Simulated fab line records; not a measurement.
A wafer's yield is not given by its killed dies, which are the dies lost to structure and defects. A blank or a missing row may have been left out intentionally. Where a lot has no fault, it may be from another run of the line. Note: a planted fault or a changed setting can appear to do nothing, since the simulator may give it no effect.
fab line records ; flow nand-harc
[record] lots = 5; wafers = 15; last-day = 23
route steps=1159 shown A_STAIRCASE@536 END@1159
lots untouched by any fault: they come from a run of this same line in which no faults occurred
start-h: hours from the record's first day to the start of the lot's first wafer shown ; wait-h: hours elapsed since this lot's preceding step ; " same as the row above ; L1.1+2: a row that stands for several wafers ; - no value, or no start was given ; * or withheld: withheld ; < > ~ a bound
route shown NAME@n: a module of which the file shows steps, and the number in the route of the first ; usual: the fault-free wafers' mean and standard deviation ; same: alike in all rows ; chamber/n: place in a boat ; sites: readings site by site ; _std_site: the standard deviation of these ; _edge_site: the outer-site mean with the inner-site mean subtracted ; radius-mm: for every site, how far away it sits from the centre of the wafer ; mask NAME#n: copy n ; behind: tool/chamber where the wafer was last shaped ; hold: the reason the lot was held/the length of the hold in hours/how it ended ; device: names the non-switching transistor (n, p or np) ; end of line: the tests these same wafers got at the end of their route ; a step without rows: its recipe alone ; killed: not the wafer's yield, but the dies lost to structure and defects at the first sort ; map: the dies of a wafer, with x for killed, . for not killed, _ for no die there
set.NAME: the run value of the setting; set.NAME@STEP: its run value at that earlier step ; model.NAME: the simulator's own value behind a step, which no gauge read
a table for each step, a row for each wafer; lots at some steps of the route
services: a tool's chamber out of use, with start hour (start-h, from the record's first day; less than 0 if before it), hours out, and reason
[[steps]]
[step NHARC_A_STAIRCASE_SRD_174]
[step NHARC_A_STAIRCASE_DEHYDRATE_01]
[recipe] temp-c = 150; time-s = 120
[step NHARC_A_STAIRCASE_HMDS_02]
[recipe] time-s = 30
[step NHARC_A_STAIRCASE_COAT_03]
[recipe] spin-rpm = 1200
[step NHARC_A_STAIRCASE_SOFTBAKE_04]
[recipe] temp-c = 135; time-s = 170
[step NHARC_A_STAIRCASE_EBR_05]
[step NHARC_A_STAIRCASE_EXPOSE_06]
[recipe] na = 0.5; dose-mj = 25.43; mask-id = STAIR
[step NHARC_A_STAIRCASE_PEB_07]
[recipe] peb-temp-c = 115; peb-time-s = 130
[step NHARC_A_STAIRCASE_DEVELOP_08]
[recipe] time-s = 140
[step NHARC_A_STAIRCASE_HARDBAKE_10]
[recipe] temp-c = 120; time-s = 140
[step NHARC_A_STAIRCASE_DESCUM_11]
[recipe] time-s = 3; o2-flow-sccm = 200; ar-flow-sccm = 0; bias-power-w = 0; chemistry = O2
[usual] drypump-motor-current-A = 5.7/0.37; oes-product-au = 1.003/0.011; rf-vpp-V = 57.9/0.91; showerhead-plenum-p-Torr = 1.94/0.072; throttle-valve-pct = 11.311/0.009
lot.wafer;tool;chamber;start-h;wait-h;drypump-motor-current-A;oes-product-au;rf-hours-counter-h;rf-vpp-V;showerhead-plenum-p-Torr;throttle-valve-pct
L658.4;rie-diel-01;3;248.15;-;6.1;0.998;38;58.1;1.95;11.313
L658.3;rie-diel-01;1;248.15;-;5.9;0.989;32;57.8;1.80;11.293
L658.5;rie-diel-01;3;248.15;-;6.1;0.994;-;58.1;1.95;11.312
L669.3;rie-diel-13;0;307.93;-;6.7;1.025;7;59.7;2.05;11.308
L669.2;rie-diel-13;2;307.93;-;5.2;1.007;8;57.2;1.94;11.313
L669.5;rie-diel-13;0;307.93;-;6.6;1.027;-;59.2;2.05;11.305
L668.2;rie-diel-11;3;317.25;-;5.8;0.985;44;57.7;1.99;11.317
L668.4;rie-diel-11;1;317.25;-;5.8;0.998;44;57.8;1.86;11.311
L668.5;rie-diel-11;3;317.25;-;5.8;0.995;-;58.8;1.99;11.314
L672.2;rie-diel-13;0;326.96;-;6.6;1.019;16;58.0;2.05;11.313
L672.5;rie-diel-13;1;326.96;-;5.4;1.008;-;56.9;1.94;11.311
L672.6;rie-diel-13;2;326.96;-;5.2;1.019;-;57.8;1.93;11.316
L676.2;rie-diel-11;1;349.19;-;5.8;0.993;54;57.0;1.86;11.310
L676.4;rie-diel-11;2;349.19;-;5.6;1.020;57;57.9;1.84;11.311
L676.6;rie-diel-11;2;349.19;-;5.6;1.014;-;57.8;1.84;11.321
[step NHARC_A_STAIRCASE_TRIM_12]
[recipe] time-s = 211.2; o2-flow-sccm = 500; ar-flow-sccm = 0; bias-w = 0; chemistry = O2
[usual] drypump-motor-current-A = 5.7/0.37; oes-product-au = 1.002/0.012; rf-vpp-V = 57.7/0.84; run-length-s = 232.4/0.42; showerhead-plenum-p-Torr = 3.57/0.12; throttle-valve-pct = 17.036/0.0088
lot.wafer;tool;chamber;start-h;wait-h;drypump-motor-current-A;oes-product-au;rf-hours-counter-h;rf-vpp-V;run-length-s;showerhead-plenum-p-Torr;throttle-valve-pct
L658.4;rie-diel-01;0;248.24;0.1;5.4;1.003;34;57.0;232.6;3.60;17.029
L658.3;rie-diel-01;1;248.24;0.1;5.9;0.988;32;58.0;232.3;3.34;17.045
L658.5;rie-diel-01;3;248.24;0.1;6.1;1.003;-;58.5;231.5;3.59;17.039
L669.2;rie-diel-13;0;308.00;0.1;6.7;1.021;7;57.9;232.8;3.77;17.024
L669.3;rie-diel-13;3;308.00;0.1;5.5;0.998;7;57.1;232.0;3.44;17.037
L669.5;rie-diel-13;1;308.00;0.1;5.5;0.992;-;57.1;232.4;3.58;17.021
L668.2;rie-diel-11;3;317.34;0.1;5.8;0.988;44;58.2;232.1;3.65;17.045
L668.4;rie-diel-11;0;317.34;0.1;5.4;1.015;43;58.1;233.1;3.70;17.038
L668.5;rie-diel-11;3;317.34;0.1;5.8;0.989;-;58.5;232.4;3.65;17.045
L672.2;rie-diel-13;3;327.02;0.1;5.5;1.012;16;56.8;232.1;3.44;17.039
L672.6;rie-diel-13;3;327.02;0.1;5.5;1.008;-;56.8;232.2;3.44;17.038
L672.5;rie-diel-13;0;327.02;0.1;6.7;1.025;-;58.1;157.1;3.77;17.048
L676.2;rie-diel-11;2;349.42;0.2;5.6;1.005;57;57.8;232.6;3.40;17.025
L676.4;rie-diel-11;0;349.42;0.2;5.4;1.017;54;58.1;232.9;3.69;17.033
L676.6;rie-diel-11;2;349.42;0.2;5.6;1.003;-;56.9;232.3;3.40;17.039
[step NHARC_A_STAIRCASE_ETCH_13]
[recipe] target-depth-a = 1000; time-s = 40.5; ion-energy-ev = 400; c4f8-flow-sccm = 20; o2-flow-sccm = 10; ar-flow-sccm = withheld; rf-w = 600; bias-w = 1000; chemistry = C4F8/O2
[usual] oes-product-au = 0.940/0.017; rf-vpp-V = 897/4.5
lot.wafer;tool;chamber;start-h;wait-h;oes-product-au;rf-hours-counter-h;rf-vpp-V
L658.3;rie-diel-01;0;-;-;0.956;34;897
L658.4;rie-diel-01;1;-;-;0.963;32;889
L658.5;rie-diel-01;0;-;-;0.949;-;898
L669.2;rie-diel-13;1;-;-;0.944;8;899
L669.3;rie-diel-13;3;-;-;0.932;7;894
L669.5;rie-diel-13;2;-;-;0.955;-;898
L668.2;rie-diel-11;2;-;-;0.941;47;892
L668.4;rie-diel-11;3;-;-;0.924;44;900
L668.5;rie-diel-11;2;-;-;0.945;-;891
L672.2;rie-diel-13;1;-;-;0.949;16;898
L672.6;rie-diel-13;2;-;-;0.960;-;898
L672.5;rie-diel-13;3;-;-;0.946;-;892
L676.2;rie-diel-11;3;-;-;0.930;55;901
L676.4;rie-diel-11;0;-;-;0.955;54;900
L676.6;rie-diel-11;1;-;-;0.921;-;892
[step NHARC_END_SORT_01]
[recipe] temp-c = 25
[usual] killed-at-array = 27/9.9; killed-at-other = 0.5/0.76; killed-at-periphery = 3.4/2.2; killed-dies = 31/10; killed-open = 3.3/2; killed-short = 2.0/1.5
[same] gross-dies = 677
lot.wafer;tool;chamber;start-h;wait-h;killed-at-array;killed-at-other;killed-at-periphery;killed-dies;killed-open;killed-short
L672.5;prober-01;0;534.51;3.7;364;0;5;369;5;1
// killed by level:class
L672.5 A_STAIRCASE:area-trim=333 A_CHANNEL_HOLE_D1:chamber-film-flake=19 A_CONTACT:chamber-film-flake=5 P_ZERO_WELL:chamber-film-flake=2 P_CONTACT:geometric-particle:open=1 A_CHANNEL_FILL_D1:geometric-particle:short=1 A_CHANNEL_FILL_D1:geometric-particle:open=1 A_WL_FILL:geometric-particle:open=1
// map L672.5 (x killed, . not)
____________x____________
_________xx..xxx_________
_______.xxxxxxxxxx_______
______xxxx.xxxx.x.x______
_____xxxxxxxxxx.x.xx_____
____xxxxxxxxxx.xxx.xx____
____x.xxxxx..x.x.xxxx____
___xx.xxxxx.x...xxxxxx___
___x.xxxxxxxx..x.x.xxx___
__xxxxxxxxx..x....x..xx__
__xx.....x.xx.x..x...xx__
_xx....xx......x.x.xxxxx_
_xx....x....x...x.....xx_
_xxxxxx...xxx..x.xx.x.xx_
_xxx.x.xx........x.x.x.x_
_.xxxx..x........x..x.xx_
xxxxx......x....x.x..xx.x
xxxxx...x....x.x...x.xxxx
xxxxx.x.......x......xxxx
xx.xx..............x.x.xx
..x..x..............xx.xx
_xxx.............x.xxxxx_
_.x.x.x..x..x........xxx_
_xx......xx....x..xxxx.x_
_xxxxx......x......xxx.x_
_xx.xx...x..x.x.x.xx.xxx_
__xx..xxxx.....x.x..xxx__
__.xxxx...x...x...xx.xx__
___xx..xx.xx....x.xxxx___
___xx.xxxx.x..x.xxxx.x___
____xx..xx.xx.xxxx.xx____
____xxx..x.x.x.xx.xxx____
_____x.xxxxx..xxxx.x_____
______x.xx.xxx.xx..______
_______xx.xxxxx.xx_______
_________xx.x.xx_________
____________x____________
// map L669.2 (x killed, . not)
____________.____________
_________......._________
_______..........._______
______.............______
_____..............x_____
____................x____
____...............x.____
___..............x....___
___...................___
__..............x......__
__.....................__
_...........xx.........._
_...............x......._
_......................._
_...................x..._
_......................._
......x...............x..
.........................
.........................
.........x............x..
..........x..............
_.......xx.............._
_........xx..x.........._
_....x.x.xx...xx........_
_......x..x.x..........._
_......xx..x........x..._
__.....................__
__.....................__
___...................___
___....x..x...........___
____......x..........____
____........x........____
_____..............._____
______.............______
_______..........._______
_________......._________
____________.____________
[[services]]
tool;chamber;start-h;hours;kind
rie-diel-13;0;232.08;-;clean
rie-diel-13;1;232.08;-;clean
rie-diel-13;2;232.08;-;clean
rie-diel-13;3;232.08;-;clean
rie-diel-11;0;247.71;-;clean
rie-diel-11;1;247.71;-;clean
rie-diel-11;2;247.71;-;clean
rie-diel-11;3;247.71;-;clean
rie-diel-13;0;256.58;-;clean
rie-diel-13;1;256.58;-;clean
rie-diel-13;2;256.58;-;clean
rie-diel-13;3;256.58;-;clean
rie-diel-11;0;272.21;-;clean
rie-diel-11;1;272.21;-;clean
rie-diel-11;2;272.21;-;clean
rie-diel-11;3;272.21;-;clean
rie-diel-13;-;276.27;9.0;pm
rie-diel-13;0;276.27;9.0;vent-cycle
rie-diel-13;1;276.27;9.0;vent-cycle
rie-diel-13;2;276.27;9.0;vent-cycle
rie-diel-13;3;276.27;9.0;vent-cycle
rie-diel-13;0;285.27;-;clean
rie-diel-01;2;296.42;3.8;repair
rie-diel-01;-;314.88;9.0;pm
[[key]]
[first-sign] step = NHARC_A_STAIRCASE_TRIM_12; reading = run-length-s; direction = down; sigmas = 99+; usual = *; struck = *
[effect] step = NHARC_END_SORT_01; reading = killed-at-array; direction = up; sigmas = 34; usual = 27; struck = 364
[more-kills-born-at] NHARC_A_STAIRCASE_TRIM_12@rie-diel-13 = 333
met-at NHARC_A_STAIRCASE_TRIM_12
struck-wafers L672.5
tester-left-out L672
onset-between 308.00 327.02
[fault] kind = process-parameter-drift; tool = rie-diel-13; chamber = 0; onset-h = 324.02; steps = NHARC_A_STAIRCASE_TRIM_12; channel = time-s; offset = *; shape = step; end-h = 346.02; acts-in = *; stated = *
// tester-left-out: of these lots the tester's yield and bins aren't shown, on N5 and GAA mostly nor the transistor test; their killed dies are dies lost to structure and defects alone, not to doping, threshold or leakage, so they don't give the yield
